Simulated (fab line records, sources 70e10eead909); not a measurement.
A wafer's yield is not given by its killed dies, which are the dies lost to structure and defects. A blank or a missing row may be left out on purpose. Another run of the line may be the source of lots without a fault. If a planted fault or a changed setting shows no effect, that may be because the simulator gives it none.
A lot that was struck, set against a sound lot | flow nand_harc | 15 out of 1302 route steps
Sound: these wafers, L221.1, L221.2, L221.3. The struck wafers were L231.2, L231.3, L231.6. Last of all comes the cause.
At each step with rows: each side's tool, then ch and its chambers, then its first start. Under that, the readings that differ: sound wafers | struck wafers | difference of the means | sigmas: that difference in standard deviations of wafers without a fault.
alike: readings with means less than 2 such deviations apart, plus words and numbers identical on both sides. not compared: withheld readings, readings lacking a value on some wafer, bounds such as >300 that could conceal the same value, and numbers that have no deviation in the record and whose values overlap.
The two part at a step that has a row with sigmas, a row that says differs or no value, or rows on one side only. Numbers that have no deviation but don't overlap get no sigmas and don't part them. A reading that every wafer of one side lacks parts them only if that side has two wafers or more.

first, 1 step without rows for these wafers: NHARC_A_ONON_D1_DEP_06 (target thk 1000 nm).
NHARC_A_ONON_D1_THK_MEAS_08: measures by ellipsometry.
  sound on film_metro-02, day 10 12:34; struck on film_metro-02, day 14 21:42
  alike: thk_nm
then, 1 step without rows for these wafers: NHARC_A_ONON_D1_DEP_09 (target thk 1000 nm).
NHARC_A_ONON_D1_THK_MEAS_11: measures by ellipsometry.
  sound on film_metro-01, day 10 13:08; struck on film_metro-02, day 14 22:16
  alike: thk_nm
then, 1 step without rows for these wafers: NHARC_A_ONON_D1_DEP_12 (target thk 1000 nm).
NHARC_A_ONON_D1_THK_MEAS_14: measures by ellipsometry.
  sound on film_metro-01, day 10 13:42; struck on film_metro-02, day 14 22:50
  alike: thk_nm
then, 2 steps without rows for these wafers: NHARC_A_ONON_D1_ANNEAL_15 (time 3600 s); NHARC_A_ONON_D1_DEP_16 (target thk 1000 nm).
NHARC_A_ONON_D1_THK_MEAS_18: measures by ellipsometry.
  sound on film_metro-01, day 10 22:53; struck on film_metro-02, day 15 08:18
  alike: thk_nm
then, 1 step without rows for these wafers: NHARC_A_ONON_D1_DEP_19 (target thk 1000 nm).
NHARC_A_ONON_D1_THK_MEAS_21: measures by ellipsometry.
  sound on film_metro-01, day 10 23:27; struck on film_metro-01, day 15 08:52
  alike: thk_nm
NHARC_A_ONON_D1_DEP_22: target thk 1000 nm.
  sound on pecvd_onon-04 ch 0, day 10 23:31; struck on pecvd_onon-02 ch 0, day 15 08:59
NHARC_A_ONON_D1_THK_MEAS_24: measures by ellipsometry.
  sound on film_metro-02, day 11 00:02; struck on film_metro-01, day 15 09:26
  reading     | sound          | struck      | difference | sigmas
  thk_nm (nm) | 1003 1004 1005 | 576 575 575 | -429       | -39
then, 1 step without rows for these wafers: NHARC_A_ONON_D1_DEP_25 (target thk 1000 nm).
-- the record jumps here: 17 days lie between the struck wafers' starts before and after (it left off in module A_ONON_D1 and takes up again in module END, whose first step shown is number 1302 of the route) --
NHARC_END_SORT_01:
  sound on prober-01 ch 0, day 27 06:10; struck on prober-01 ch 0, day 31 21:47
  reading         | sound    | struck      | difference | sigmas
  killed_at_array | 55 55 58 | 675 676 673 | +619       | +34
  killed_dies     | 58 56 62 | 677 677 677 | +618       | +34
  alike: killed_at_other, killed_at_periphery, killed_open, killed_short

WHERE THEY PART
At NHARC_A_ONON_D1_THK_MEAS_24 first; at NHARC_END_SORT_01 last (within this record only).

WHY: the cause the simulator had injected
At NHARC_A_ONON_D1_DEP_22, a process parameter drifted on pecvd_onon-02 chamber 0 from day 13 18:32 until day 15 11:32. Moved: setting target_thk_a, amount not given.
